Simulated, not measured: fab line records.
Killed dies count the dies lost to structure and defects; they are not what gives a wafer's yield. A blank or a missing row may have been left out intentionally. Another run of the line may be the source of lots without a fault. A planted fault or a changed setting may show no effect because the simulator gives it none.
fab line records | flow nandHarc
[record] lots = 13 | wafers = 39 | lastDay = 23
route steps=1159 shown P_BONDPAD@375 A_ONON_D1@440 A_CHANNEL_HOLE_D1@451 END@1159
lots with no fault: from the same line, run without faults
startH: start of the lot's first displayed wafer, in hours after the record's first day | waitH: hours elapsed since this lot's preceding step | " identical to the entry in the row above | L1.1+2: several wafers, shown together as one row | - no value present, or no start provided | * or withheld: withheld | < > ~ a bound
route shown NAME@n: a module of which the file shows steps, and the number in the route of the first | usual: mean and standard deviation over wafers with no fault | same: alike in all rows | chamber/n: place in a boat | sites: per-site readings | _std_site: their standard deviation | _edge_site: the outer-site mean with the inner-site mean subtracted | radiusMm: for every site, how far away it sits from the centre of the wafer | mask NAME#n: copy n | behind: the last tool/chamber to shape the wafer | hold: why the lot went on hold/how many hours it stayed there/how the hold came to an end | device: the n, p or np transistor that did not switch | end of line: the tests these same wafers got at the end of their route | where a step has no rows: the recipe by itself | killed: dies lost to structure and defects at the first sort, not the wafer's yield | map: a wafer's dies, x killed, . not, _ none there
set.NAME: the setting the step ran with; set.NAME@STEP: the setting that earlier step ran with | model.NAME: the simulator's own value behind a step, which no gauge read
steps of the route over a sample of lots; a table a step, a row a wafer
services: when a tool's chamber went out of use (startH, in hours from the record's first day, below 0 if earlier), for how many hours, and the reason
[[steps]]
[step NHARC_P_BONDPAD_PRE_CLEAN_26]
[recipe] timeS = 30 | tempC = 280 | gas = H2/He
[usual] heaterPowerW = 426/45
lot.wafer | tool          | chamber | startH | waitH | heaterPowerW
L535.4    | pvdSputter-03 | -       | -      | -     | 430
L535.3    | "             | -       | "      | "     | 471
L535.5    | "             | -       | "      | "     | 410
L537.2    | pvdSputter-01 | -       | -      | -     | 418
L537.3    | "             | -       | "      | "     | 378
L537.6    | "             | -       | "      | "     | 426
L536.2    | pvdSputter-02 | -       | -      | -     | 416
L536.4    | "             | -       | "      | "     | 384
L536.5    | "             | -       | "      | "     | 523
L538.1    | pvdSputter-02 | -       | -      | -     | 412
L538.4    | "             | -       | "      | "     | 527
L538.5    | "             | -       | "      | "     | 418
L539.1    | pvdSputter-01 | -       | -      | -     | 412
L539.3    | "             | -       | "      | "     | 428
L539.4    | "             | -       | "      | "     | 372
L541.2    | pvdSputter-03 | -       | -      | -     | 460
L541.6    | "             | -       | "      | "     | 475
L541.5    | "             | -       | "      | "     | 488
L542.4    | pvdSputter-01 | -       | -      | -     | 450
L542.2    | "             | -       | "      | "     | 481
L542.6    | "             | -       | "      | "     | 413
L544.4    | pvdSputter-03 | -       | -      | -     | 418
L544.3    | "             | -       | "      | "     | 362
L544.5    | "             | -       | "      | "     | 376
L545.3    | pvdSputter-03 | -       | -      | -     | 479
L545.1    | "             | -       | "      | "     | 368
L545.4    | "             | -       | "      | "     | 480
L549.3    | pvdSputter-02 | -       | -      | -     | 408
L549.1    | "             | -       | "      | "     | 529
L549.6    | "             | -       | "      | "     | 420
L552.4    | pvdSputter-01 | -       | -      | -     | 367
L552.3    | "             | -       | "      | "     | 472
L552.5    | "             | -       | "      | "     | 363
L554.1    | pvdSputter-01 | -       | -      | -     | 442
L554.3    | "             | -       | "      | "     | 422
L554.5    | "             | -       | "      | "     | 452
L555.3    | pvdSputter-02 | -       | -      | -     | 436
L555.1    | "             | -       | "      | "     | 476
L555.6    | "             | -       | "      | "     | 430
[step NHARC_P_BONDPAD_ACTIVATE_29]
[recipe] timeS = 60 | n2FlowSccm = 200 | arFlowSccm = 0 | biasPowerW = 0 | chemistry = N2
[usual] drypumpMotorCurrentA = 5.6/0.37 | oesProductAu = 0.998/0.01 | rfVppV = 63.9/0.85 | showerheadPlenumPTorr = 1.72/0.083
lot.wafer | tool       | chamber | startH | waitH | drypumpMotorCurrentA | oesProductAu | rfHoursCounterH | rfVppV | showerheadPlenumPTorr
L535.4    | rieDiel-05 | 2       | 137.41 | 0.1   | 5.3                  | 0.988        | 53              | 62.7   | 1.77
L535.3    | "          | 1       | "      | "     | 5.7                  | 0.969        | 49              | 64.5   | 1.69
L535.5    | "          | 2       | "      | "     | 5.3                  | 0.986        | -               | 64.4   | 1.77
L537.3    | rieDiel-12 | 3       | 143.82 | 0.1   | 5.0                  | 0.989        | 10              | 65.0   | 1.70
L537.2    | "          | 0       | "      | "     | 5.7                  | 0.985        | 10              | 63.8   | 1.66
L537.6    | "          | 0       | "      | "     | 5.7                  | 0.988        | -               | 62.8   | 1.66
L536.2    | rieDiel-12 | 1       | 144.22 | 0.1   | 5.2                  | 0.994        | 10              | 61.9   | 1.71
L536.5    | "          | 1       | "      | "     | 5.2                  | 0.982        | -               | 63.6   | 1.71
L536.4    | "          | 3       | "      | "     | 5.0                  | 1.001        | -               | 64.6   | 1.70
L538.4    | rieDiel-05 | 3       | 148.38 | 0.1   | 5.8                  | 1.006        | 57              | 63.3   | 1.64
L538.1    | "          | 0       | "      | "     | 5.7                  | 1.002        | 55              | 63.7   | 1.67
L538.5    | "          | 2       | "      | "     | 5.3                  | 0.983        | -               | 64.4   | 1.76
L539.4    | rieDiel-06 | 1       | 156.46 | 0.1   | 6.2                  | 1.012        | 25              | 64.3   | 1.67
L539.3    | "          | 2       | "      | "     | 5.7                  | 0.995        | 28              | 63.4   | 1.68
L539.1    | "          | 3       | "      | "     | 5.7                  | 1.008        | 29              | 64.5   | 1.84
L541.2    | rieDiel-12 | 2       | 168.72 | 0.1   | 6.2                  | 0.993        | 9               | 64.5   | 1.87
L541.5    | "          | 0       | "      | "     | 5.7                  | 0.995        | -               | 62.3   | 1.66
L541.6    | "          | 1       | "      | "     | 5.2                  | 1.001        | -               | 63.7   | 1.71
L542.2    | rieDiel-12 | 2       | 177.92 | 0.1   | 6.1                  | 0.999        | 9               | 64.6   | 1.87
L542.4    | "          | 0       | "      | "     | 5.7                  | 0.995        | -               | 62.9   | 1.66
L542.6    | "          | 1       | "      | "     | 5.2                  | 1.002        | -               | 63.7   | 1.71
L544.3    | rieDiel-06 | 1       | 187.04 | 0.1   | 6.2                  | 1.014        | 37              | 64.4   | 1.67
L544.4    | "          | 3       | "      | "     | 5.7                  | 1.020        | 44              | 64.4   | 1.84
L544.5    | "          | 1       | "      | "     | 6.2                  | 1.018        | -               | 63.5   | 1.67
L545.1    | rieDiel-12 | 2       | 188.12 | 0.1   | 6.2                  | 1.001        | 10              | 65.0   | 1.87
L545.3    | "          | 1       | "      | "     | 5.1                  | 0.997        | 14              | 64.1   | 1.70
L545.4    | "          | 1       | "      | "     | 5.2                  | 0.995        | -               | 63.4   | 1.71
L549.3    | rieDiel-05 | 0       | 206.96 | 0.1   | 5.7                  | 1.002        | 14              | 63.9   | 1.67
L549.1    | "          | 3       | "      | "     | 5.8                  | 0.997        | 13              | 64.9   | 1.91
L549.6    | "          | 3       | "      | "     | 5.8                  | 1.008        | -               | 64.3   | 1.91
L552.3    | rieDiel-06 | 3       | 230.55 | 0.1   | 5.8                  | 1.013        | 61              | 67.4   | 1.83
L552.5    | "          | 2       | "      | "     | 5.7                  | 0.998        | -               | 62.6   | 1.67
L552.4    | "          | 0       | "      | "     | 5.6                  | 0.998        | -               | 64.1   | 1.65
L554.3    | rieDiel-12 | 2       | 243.13 | 0.1   | 6.1                  | 0.987        | 5               | 64.8   | 1.87
L554.1    | "          | 0       | "      | "     | 5.7                  | 0.997        | 5               | 63.8   | 1.66
L554.5    | "          | 1       | "      | "     | 5.1                  | 1.009        | -               | 64.1   | 1.70
L555.3    | rieDiel-12 | 1       | 253.38 | 0.1   | 5.1                  | 1.016        | 6               | 63.9   | 1.70
L555.1    | "          | 0       | "      | "     | 5.7                  | 0.997        | 6               | 62.2   | 1.66
L555.6    | "          | 1       | "      | "     | 5.2                  | 1.005        | -               | 64.9   | 1.70
[step NHARC_A_ONON_D1_DEP_22]
[recipe] targetThkA = 10000 | n2FlowSccm = 2750 | n2oFlowSccm = 2000 | nh3FlowSccm = 500 | sih4FlowSccm = 210 | tempC = 400
lot.wafer  | tool         | chamber | startH | waitH
L535.3+4+5 | pecvdOnon-02 | 0       | 173.45 | 0.2
L536.2+4+5 | pecvdOnon-03 | 0       | 181.03 | 0.1
L537.2+3+6 | pecvdOnon-01 | 0       | 181.04 | 0.1
L538.1+4+5 | pecvdOnon-01 | 0       | 187.19 | 0.1
L539.1+3+4 | pecvdOnon-03 | 0       | 194.04 | 0.1
L541.2+5+6 | pecvdOnon-02 | 0       | 202.75 | 0.1
L542.2+4+6 | pecvdOnon-02 | 0       | 213.09 | 0.1
L545.1+3+4 | pecvdOnon-03 | 0       | 224.03 | 0.1
L544.3+4+5 | pecvdOnon-02 | 0       | 224.12 | 0.2
L549.1+3+6 | pecvdOnon-02 | 0       | 243.64 | 0.1
L552.3+4+5 | pecvdOnon-03 | 0       | 265.98 | 0.2
L554.1+3+5 | pecvdOnon-03 | 0       | 280.77 | 0.1
L555.1+3+6 | pecvdOnon-01 | 0       | 288.34 | 0.1
[step NHARC_A_ONON_D1_THK_MEAS_24]
[recipe] thkMeasGauge = ellipsometry
[usual] thkNm = 998/10
lot.wafer | tool         | chamber | startH | waitH | thkNm
L535.3    | filmMetro-01 | -       | 173.85 | -     | 992
L535.4    | "            | -       | "      | "     | 991
L535.5    | "            | -       | "      | "     | 993
L536.2    | filmMetro-02 | -       | 181.48 | -     | 984
L536.4    | "            | -       | "      | "     | 984
L536.5    | "            | -       | "      | "     | 983
L537.2    | filmMetro-01 | -       | 181.49 | -     | 978
L537.3    | "            | -       | "      | "     | 979
L537.6    | "            | -       | "      | "     | 978
L538.1    | filmMetro-01 | -       | 187.70 | -     | 1004
L538.4    | "            | -       | "      | "     | 1005
L538.5    | "            | -       | "      | "     | 1004
L539.1    | filmMetro-01 | -       | 194.56 | -     | 1009
L539.3    | "            | -       | "      | "     | 1008
L539.4    | "            | -       | "      | "     | 1009
L541.2    | filmMetro-02 | -       | 203.21 | -     | 1011
L541.5    | "            | -       | "      | "     | 1012
L541.6    | "            | -       | "      | "     | 1010
L542.2    | filmMetro-02 | -       | 213.54 | -     | 985
L542.4    | "            | -       | "      | "     | 987
L542.6    | "            | -       | "      | "     | 987
L544.3    | filmMetro-02 | -       | 224.51 | -     | 1002
L544.4    | "            | -       | "      | "     | 413
L544.5    | "            | -       | "      | "     | 413
L545.1    | filmMetro-02 | -       | 224.54 | -     | 1003
L545.3    | "            | -       | "      | "     | 1002
L545.4    | "            | -       | "      | "     | 1003
L549.1    | filmMetro-02 | -       | 244.15 | -     | 411
L549.3    | "            | -       | "      | "     | 999
L549.6    | "            | -       | "      | "     | 1000
L552.3    | filmMetro-02 | -       | 266.38 | -     | 998
L552.4    | "            | -       | "      | "     | 999
L552.5    | "            | -       | "      | "     | 999
L554.1    | filmMetro-01 | -       | 281.28 | -     | 1011
L554.3    | "            | -       | "      | "     | 1012
L554.5    | "            | -       | "      | "     | 1013
L555.1    | filmMetro-02 | -       | 288.85 | -     | 1002
L555.3    | "            | -       | "      | "     | 1002
L555.6    | "            | -       | "      | "     | 1002
[step NHARC_A_CHANNEL_HOLE_D1_DEP_01]
[recipe] targetThkA = 1400 | targetThkNm = 140 | tempC = 400 | pressureTorr = 3.5 | flowSccm = 200 | rfW = 350 | material = SiON
[usual] heaterPowerW = 779/79 | showerheadVppV = 1171/33
lot.wafer | tool     | chamber | startH | waitH | heaterPowerW | showerheadVppV
L535.4    | pecvd-03 | 1       | 178.56 | 0.7   | 878          | 1193
L535.3    | "        | 2       | "      | "     | 781          | 1107
L535.5    | "        | 1       | "      | "     | 872          | 1187
L536.2    | pecvd-01 | 2       | 185.18 | 1.3   | 763          | 1215
L536.5    | "        | 2       | "      | "     | 771          | 1197
L536.4    | "        | 0       | "      | "     | 899          | 1183
L537.2    | pecvd-03 | 2       | 185.20 | 1.3   | 852          | 1137
L537.3    | "        | 0       | "      | "     | 752          | 1166
L537.6    | "        | 1       | "      | "     | 717          | 1196
L538.1    | pecvd-04 | 2       | 193.31 | 1.6   | 719          | 1219
L538.4    | "        | 1       | "      | "     | 620          | 1202
L538.5    | "        | 2       | "      | "     | 703          | 1229
L539.1    | pecvd-03 | 0       | 198.58 | 1.6   | 666          | 1186
L539.3    | "        | 2       | "      | "     | 708          | 1139
L539.4    | "        | 2       | "      | "     | 730          | 1119
L541.2    | pecvd-01 | 2       | 207.14 | 1.5   | 747          | 1204
L541.6    | "        | 1       | "      | "     | 728          | 1127
L541.5    | "        | 0       | "      | "     | 909          | 1173
L542.2    | pecvd-04 | 1       | 217.30 | 1.3   | 647          | 1171
L542.4    | "        | 2       | "      | "     | 719          | 1204
L542.6    | "        | 0       | "      | "     | 856          | 1147
L545.3    | pecvd-04 | 1       | 230.10 | 1.0   | 700          | 1192
L545.1    | "        | 2       | "      | "     | 749          | 1232
L545.4    | "        | 0       | "      | "     | 849          | 1155
L544.3    | pecvd-03 | 2       | 230.10 | 1.1   | 741          | 1119
L549.3    | pecvd-03 | 1       | 247.99 | 1.1   | 793          | 1186
L549.6    | "        | 1       | "      | "     | 819          | 1187
L552.3    | pecvd-01 | 2       | 271.24 | 1.2   | 757          | 1228
L552.4    | "        | 0       | "      | "     | 836          | 1181
L552.5    | "        | 1       | "      | "     | 780          | 1116
L554.1    | pecvd-03 | 0       | 285.08 | 1.6   | 645          | 1189
L554.3    | "        | 1       | "      | "     | 759          | 1195
L554.5    | "        | 1       | "      | "     | 793          | 1175
L555.1    | pecvd-01 | 2       | 292.57 | 1.6   | 651          | 1198
L555.3    | "        | 0       | "      | "     | 777          | 1186
L555.6    | "        | 1       | "      | "     | 870          | 1136
[step NHARC_END_SORT_01]
[recipe] tempC = 25
[usual] killedAtArray = 28/11 | killedAtOther = 0.7/1.1 | killedAtPeriphery = 2.9/2 | killedDies = 32/11 | killedOpen = 3.2/1.8 | killedShort = 2.0/1.4
[same] grossDies = 677
lot.wafer | tool      | chamber | startH | waitH | killedAtArray | killedAtOther | killedAtPeriphery | killedDies | killedOpen | killedShort
L544.3    | prober-01 | 0       | 501.86 | 3.1   | 49            | 1             | 2                 | 52         | 1          | 2
L544.4    | prober-01 | 0       | 502.66 | 3.4   | 676           | 0             | 1                 | 677        | 5          | 1
L544.5    | prober-01 | 0       | 503.45 | 3.7   | 673           | 1             | 3                 | 677        | 3          | 2
L549.1    | prober-02 | 0       | 502.29 | 2.5   | 675           | 1             | 1                 | 677        | 3          | 3
L549.3    | prober-02 | 0       | 503.88 | 3.1   | 26            | 0             | 1                 | 27         | 7          | 0
L549.6    | prober-02 | 0       | 506.26 | 4.0   | 32            | 1             | 2                 | 35         | 2          | 5
// killed by level:class
L544.3 A_SLIT:chamberFilmFlake=15 A_CHANNEL_HOLE_D1:chamberFilmFlake=13 A_CONTACT:chamberFilmFlake=9 A_STAIRCASE:chamberFilmFlake=6 A_CHANNEL_FILL_D1:chamberFilmFlake=4 P_M0:geometricParticle:open=1 A_SOURCE_PLATE:geometricParticle:short=1 A_CHANNEL_FILL_D1:geometricParticle:short=1
L549.1 A_ONON_D1:areaDep=648 A_CHANNEL_HOLE_D1:chamberFilmFlake=17 A_CHANNEL_FILL_D1:geometricParticle:open=2 A_CONTACT:chamberFilmFlake=2 P_M0:geometricParticle:short=1 A_ONON_D1:geometricParticle:short=1 A_SLIT:geometricParticle:short=1 A_WL_FILL:geometricParticle:open=1
L544.4 A_ONON_D1:areaDep=627 A_CHANNEL_HOLE_D1:chamberFilmFlake=14 A_SLIT:chamberFilmFlake=11 A_CONTACT:chamberFilmFlake=10 A_STAIRCASE:chamberFilmFlake=5 A_CHANNEL_FILL_D1:chamberFilmFlake=4 A_M0:geometricParticle:open=3 P_CONTACT:geometricParticle:open=1
L544.5 A_ONON_D1:areaDep=633 A_CHANNEL_HOLE_D1:chamberFilmFlake=13 A_SLIT:chamberFilmFlake=9 A_STAIRCASE:chamberFilmFlake=8 A_CHANNEL_FILL_D1:chamberFilmFlake=4 A_CONTACT:chamberFilmFlake=4 P_M0:geometricParticle:short=1 P_M0:geometricParticle:open=1
L549.3 A_CHANNEL_HOLE_D1:chamberFilmFlake=16 A_CONTACT:geometricParticle:open=2 A_WL_FILL:chamberFilmFlake=2 P_M1:geometricParticle:open=1 A_SOURCE_PLATE:geometricParticle:open=1 A_CHANNEL_FILL_D1:geometricParticle:open=1 A_M0:geometricParticle:open=1 A_M1:geometricParticle:open=1
L549.6 A_CHANNEL_HOLE_D1:chamberFilmFlake=21 A_STAIRCASE:chamberFilmFlake=4 A_CHANNEL_FILL_D1:geometricParticle:short=2 A_CONTACT:chamberFilmFlake=2 P_CONTACT:geometricParticle:open=1 P_CONTACT:geometricParticle:short=1 A_SOURCE_PLATE:geometricParticle:open=1 A_SGD_CUT:geometricParticle:short=1
[[services]]
tool          | chamber | startH | hours | kind
pecvd-01      | -       | 115.33 | 5.5   | repair
pecvd-03      | -       | 118.62 | 1.1   | repair
rieDiel-06    | 1       | 120.98 | 3.8   | repair
rieDiel-12    | 2       | 132.33 | 21.0  | repair
pecvdOnon-03  | -       | 153.40 | 13.0  | pm
pvdSputter-01 | -       | 158.05 | 10.0  | pm
rieDiel-05    | -       | 163.60 | 9.0   | pm
pecvd-03      | 0       | 169.67 | 9.2   | repair
rieDiel-12    | 3       | 173.07 | 15.7  | repair
pecvdOnon-01  | -       | 195.00 | 13.0  | pm
pecvd-04      | -       | 195.32 | 13.0  | pm
rieDiel-12    | -       | 202.43 | 9.0   | pm
rieDiel-06    | 1       | 202.75 | 4.9   | repair
rieDiel-05    | 2       | 203.27 | 8.7   | repair
pvdSputter-02 | -       | 214.02 | 10.0  | pm
pvdSputter-01 | -       | 219.63 | 4.7   | repair
pecvd-03      | 0       | 226.21 | 5.2   | repair
pvdSputter-01 | -       | 229.52 | 4.9   | repair
pecvd-01      | -       | 237.00 | 13.0  | pm
pvdSputter-03 | -       | 257.71 | 13.6  | repair
pvdSputter-03 | -       | 280.00 | 10.0  | pm
pecvdOnon-02  | -       | 289.50 | 0.5   | repair
pecvd-03      | -       | 292.31 | 13.0  | pm
pecvdOnon-02  | -       | 292.62 | 13.0  | pm
[[key]]
[firstSign] step = NHARC_A_ONON_D1_THK_MEAS_24 | reading = thkNm | direction = down | sigmas = 56 | usual = 998 | struck = 412
[effect] step = NHARC_END_SORT_01 | reading = killedAtArray | direction = up | sigmas = 59 | usual = 28 | struck = 675
[moreKillsBornAt] NHARC_A_ONON_D1_DEP_22@pecvdOnon-02 = 1908
metAt NHARC_A_ONON_D1_DEP_22
struckLots L544,L549
struckWafers L544.4,L544.5,L549.1
laterRowsLeftOut L544.4,L544.5,L549.1
testerLeftOut L544,L549
notActingAt NHARC_P_BONDPAD_PRE_CLEAN_26,NHARC_P_BONDPAD_ACTIVATE_29,NHARC_A_CHANNEL_HOLE_D1_DEP_01
onsetBetween 213.09 224.12
[fault] kind = processParameterDrift | tool = pecvdOnon-02 | chamber = - | onsetH = 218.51 | steps = NHARC_A_ONON_D1_DEP_22 | channel = targetThkA | offset = * | shape = step | endH = 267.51 | scope = struckWafersOnly | actsIn = * | stated = *
// testerLeftOut: of these lots the tester's yield and bins aren't shown, on N5 and GAA mostly nor the transistor test; their killed dies are dies lost to structure and defects alone, not to doping, threshold or leakage, so they don't give the yield
// laterRowsLeftOut: the simulator's readings of these wafers behind a module that went badly wrong aren't trusted and aren't shown, but for the sort
